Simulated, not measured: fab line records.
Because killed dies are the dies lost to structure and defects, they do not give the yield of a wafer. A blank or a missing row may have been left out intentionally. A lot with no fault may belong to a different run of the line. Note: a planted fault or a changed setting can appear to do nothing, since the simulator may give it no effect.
Split-lot trial | flow n5_finfet | 39 wafers read from 7 lots, route of 1938 steps

## SPLIT DETAILS
At N5_BEOL_M13_ILD_DEP_00 (deposits SiOC from DEMS/O2, target thk 837.92 nm, time 166.4 s), the setting target_thk_a was moved away from the recipe's 8379.2 angstrom on 12 of the 39 wafers read, by -57.2% to +43.1%. The other wafers ran this setting at the recipe's value.

The file shows no step between the split and the reading.

## THE READING
Values of M13_ILD_THK in nm from N5_BEOL_M13_THK_MEAS_01. Fault-free wafers of this fab line usually give 840 nm, standard deviation 13 nm.

wafer  | tool, chamber at the split | target_thk_a as run, angstrom | against the recipe | M13_ILD_THK, nm | against lot-mates on the recipe
L075.1 | pecvd-04, 2                | 8379.2                        | recipe             | 837             | -
L075.2 | pecvd-04, 0                | 8379.2                        | recipe             | 845             | -
L075.6 | pecvd-04, 2                | 8379.2                        | recipe             | 833             | -
L077.1 | pecvd-02, 1                | 8379.2                        | recipe             | 833             | -
L077.2 | pecvd-02, 0                | 8379.2                        | recipe             | 827             | -
L077.3 | pecvd-02, 2                | 5766                          | -31.2%             | 573             | -263
L077.4 | pecvd-02, 2                | 5766                          | -31.2%             | 574             | -262
L077.5 | pecvd-02, 0                | 5766                          | -31.2%             | 565             | -271
L077.6 | pecvd-02, 1                | 8379.2                        | recipe             | 847             | -
L083.1 | pecvd-02, 1                | 8379.2                        | recipe             | 834             | -
L083.2 | pecvd-02, 0                | 11990                         | +43.1%             | 1170            | +337
L083.3 | pecvd-02, 2                | 11990                         | +43.1%             | 1182            | +349
L083.4 | pecvd-02, 2                | 11990                         | +43.1%             | 1203            | +370
L083.5 | pecvd-02, 1                | 8379.2                        | recipe             | 838             | -
L083.6 | pecvd-02, 0                | 8379.2                        | recipe             | 828             | -
L084.1 | pecvd-02, 0                | 8379.2                        | recipe             | 826             | -
L084.2 | pecvd-02, 2                | 8379.2                        | recipe             | 831             | -
L084.3 | pecvd-02, 1                | 3588                          | -57.2%             | 356             | -474
L084.4 | pecvd-02, 0                | 8379.2                        | recipe             | 832             | -
L084.5 | pecvd-02, 1                | 3588                          | -57.2%             | 366             | -464
L084.6 | pecvd-02, 2                | 3588                          | -57.2%             | 372             | -458
L086.1 | pecvd-04, 2                | 10290                         | +22.8%             | 1039            | +183
L086.2 | pecvd-04, 0                | 8379.2                        | recipe             | 842             | -
L086.3 | pecvd-04, 1                | 10290                         | +22.8%             | 1041            | +185
L086.4 | pecvd-04, 0                | 8379.2                        | recipe             | 860             | -
L086.5 | pecvd-04, 1                | 8379.2                        | recipe             | 867             | -
L086.6 | pecvd-04, 2                | 10290                         | +22.8%             | 1058            | +202
L088.1 | pecvd-04, 0                | 8379.2                        | recipe             | 844             | -
L088.2 | pecvd-04, 1                | 8379.2                        | recipe             | 837             | -
L088.3 | pecvd-04, 2                | 8379.2                        | recipe             | 839             | -
L088.4 | pecvd-04, 2                | 8379.2                        | recipe             | 849             | -
L088.5 | pecvd-04, 1                | 8379.2                        | recipe             | 862             | -
L088.6 | pecvd-04, 0                | 8379.2                        | recipe             | 855             | -
L093.1 | pecvd-04, 0                | 8379.2                        | recipe             | 831             | -
L093.2 | pecvd-04, 1                | 8379.2                        | recipe             | 843             | -
L093.3 | pecvd-04, 2                | 8379.2                        | recipe             | 840             | -
L093.4 | pecvd-04, 2                | 8379.2                        | recipe             | 849             | -
L093.5 | pecvd-04, 0                | 8379.2                        | recipe             | 856             | -
L093.6 | pecvd-04, 1                | 8379.2                        | recipe             | 859             | -

THE FIT
A straight line over all 39 wafers: M13_ILD_THK changes by +8.33 nm for each +1% of target_thk_a; r = +1.00; the points scatter about the line by 13 nm.
The same after taking each lot's own level away (the mean of its wafers on the recipe; 39 wafers): +8.21 nm for each +1%; r = +1.00; scatter 9 nm.
Per that fit: largest target_thk_a move, reading shift of 4.7e+02 nm.
From 829.7 to 856.3 nm: that is the span of the lots' own levels, equal to 2.1 times the standard deviation above.
The two slopes are in agreement: the lot-to-lot level therefore moves the slope only a little.
Check: for one of the wafers moved furthest among these (-57.2%), held out of the fit, the line's prediction against its lot-mates is -469 nm. It came out at -474 nm against them.

## ADDITIONAL SPLITS CARRIED BY THESE WAFERS
Other splits were also applied to these wafers ahead of the reading. Each is held against what the fit with the lots' levels taken away leaves over:
other split on the same wafers | wafers away from the commonest value | r with M13_ILD_THK (lot level and that fit taken away)
N5_BEOL_M6_CVD_78 target_thk_a | 15                                   | +0.25
N5_BEOL_M10_ETCH_62 time_s     | 15                                   | -0.13

## THE WHOLE CHAIN: every reading that the file lists as answering this split, in the file's order
step                    | what it does                                                   | reading                                                                             | change (the file's fit)                                                                       | r (the file's)
N5_BEOL_M13_ILD_DEP_00  | deposits SiOC from DEMS/O2, target thk 837.92 nm, time 166.4 s | SiOC_of_BEOL_M13_ILD_DEP_00.thk_nm (the simulator's own value, which no gauge read) | +8.2 nm for each +1% of the setting                                                           | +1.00
N5_BEOL_M13_THK_MEAS_01 |                                                                | M13_ILD_THK                                                                         | +8.2 for each +1% of the setting                                                              | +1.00
N5_BEOL_M13_VIA_ETCH_16 | etches SiOC in C4F8/O2/Ar, target depth 921.7 nm               | etch.depth_nm (the simulator's own value, which no gauge read)                      | +8.2 nm for each +1% of the setting                                                           | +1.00
N5_BEOL_M13_VIA_ETCH_16 | etches SiOC in C4F8/O2/Ar, target depth 921.7 nm               | coat_of_BEOL_M13_COAT_04.thk_nm (the simulator's own value, which no gauge read)    | -2.19 nm for each +1% of the setting                                                          | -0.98
N5_BEOL_M13_STRIP_63    | strips in N2/H2                                                | oes_product_au                                                                      | not straight: 0.802 at the lowest setting, 0.671 at the recipe, 0.229 at the highest          | not given
N5_BEOL_M13_STRIP_63    | strips in N2/H2                                                | strip_time_to_endpoint_s                                                            | not straight: withheld at the lowest setting, withheld at the recipe, withheld at the highest | not given

## THE FILE'S OWN FIT
M13_ILD_THK changes by +8.2 nm for each +1% of target_thk_a, r = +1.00.
